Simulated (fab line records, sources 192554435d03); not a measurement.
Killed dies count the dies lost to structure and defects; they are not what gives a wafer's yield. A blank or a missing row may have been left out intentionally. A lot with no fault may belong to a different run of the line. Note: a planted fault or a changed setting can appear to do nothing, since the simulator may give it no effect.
Comparing a struck lot with a sound one || flow n5 finfet || 15 out of 1938 route steps
Sound: wafers L113.1, L113.5, L113.6. Struck: wafer L120.6; the same lot's L120.1 was not struck, so it is left out; see the end for the cause.
At each step with rows: each side's tool, then ch and its chambers, then its first start. Under that, the readings that differ: sound wafers || struck wafers || difference of the means || sigmas: that difference in standard deviations of wafers without a fault.
alike: same words and numbers on both sides, and readings whose means sit less than 2 such deviations apart. not compared: any withheld reading, any reading some wafer has no value for, any bound like >300 that may hide the same value, and any number with overlapping values for which the record gives no deviation.
The two part at a step that has a row with sigmas, a row that says differs or no value, or rows on one side only. Numbers that don't overlap but have no deviation are shown without sigmas and don't part them. A reading that every wafer of one side lacks parts them only if that side has two wafers or more.

first, 8 steps without rows for these wafers: N5_BEOL_M7_COAT_64 (time 60 s, resist thk 12 nm); N5_BEOL_M7_COAT_71 (time 60 s, resist thk 5 nm); N5_BEOL_M7_COAT_22 (resist thk 30 nm); N5_BEOL_M7_EBR_24; N5_BEOL_M7_SOFTBAKE_23 (time 60 s); N5_BEOL_M7_EXPOSE_25 (exposes mask V6, target cd 40 nm); N5_BEOL_M7_PEB_26 (peb time 60 s); N5_BEOL_M7_DEVELOP_27 (develop time 30 s).
N5_BEOL_M7_CD_MEAS_28 targets a cd of 40 nm.
  sound on cd sem-03 ch 0, day 9 21:19; struck on cd sem-01 ch 0, day 12 08:34
  alike: cd nm
N5_BEOL_M7_OVL_MEAS_29:
  sound on overlay-02 ch 0, day 9 21:20; struck on overlay-02 ch 0, day 12 08:35
  alike: V6_OVL
N5_BEOL_M7_INSPECT_30: inspects for defects (brightfield).
  sound: defect inspect-02 at day 9 21:24; struck: defect inspect-01 at day 12 08:39
  alike: raw defect count
N5_BEOL_M7_DESCUM_33: chemistry O2, time 7 s.
  sound on rie diel-02 ch 1,2,3, day 9 22:05; struck on rie diel-01 ch 2, day 12 08:41
{"reading": "rf vpp V (V)", "sound": "241.1 242.8 240.7", "struck": 245.5, "difference": "+4.0", "sigmas": "+2"}
  alike: drypump motor current A, oes product au, showerhead plenum p Torr, throttle valve pct
  not compared: rf hours counter h
N5_BEOL_M7_ETCH_72: etches underlayer in N2/H2, target depth 6.5 nm, time 5.2 s.
  sound on rie diel-02 ch 1,2,3, day 9 22:08; struck on rie diel-01 ch 2, day 12 08:43
{"reading": "etch rf on time s (s)", "sound": "5.10 5.05 5.11", "struck": 3.83, "difference": -1.26, "sigmas": -17}
  alike: drypump motor current A, oes product au, rf vpp V, showerhead plenum p Torr, throttle valve pct
  not compared: rf hours counter h
N5_BEOL_M7_ETCH_65: etches SiARC in CF4, target depth 15.6 nm, time 26 s.
  sound on rie diel-02 ch 1,2,3, day 9 22:08; struck on rie diel-01 ch 2, day 12 08:44
  alike: drypump motor current A, etch rf on time s, oes product au, rf vpp V, showerhead plenum p Torr, throttle valve pct
  not compared: rf hours counter h
-- here the record skips 3 days between the struck wafers' starts before and after, leaving off in module BEOL_M7 and picking up in module PASSIVATION (first step shown: number 1936 of the route) --
N5_PASSIVATION_PROBE_49:
  sound: prober-01 at day 13 10:06; struck: prober-01 at day 15 15:21
{"reading": "killed at contacts", "sound": "17 12 22", "struck": 5, "difference": -12, "sigmas": -2}
{"reading": "killed at front end", "sound": "31 26 28", "struck": 57, "difference": "+29", "sigmas": "+2"}
{"reading": "killed at other", "sound": "0 2 7", "struck": 10, "difference": "+7", "sigmas": "+3"}
  alike: defect limited yield, killed_at_M0_to_M3, killed_at_M4_up, killed dies, killed on rim, killed open, killed short, sort_bin_5_function, sort_bin_6_memory, sort n pass, sort yield pct

## WHERE THEY PART
Last at N5_PASSIVATION_PROBE_49 as far as this record goes, first at N5_BEOL_M7_DESCUM_33.

WHY: what had been put in by the simulator
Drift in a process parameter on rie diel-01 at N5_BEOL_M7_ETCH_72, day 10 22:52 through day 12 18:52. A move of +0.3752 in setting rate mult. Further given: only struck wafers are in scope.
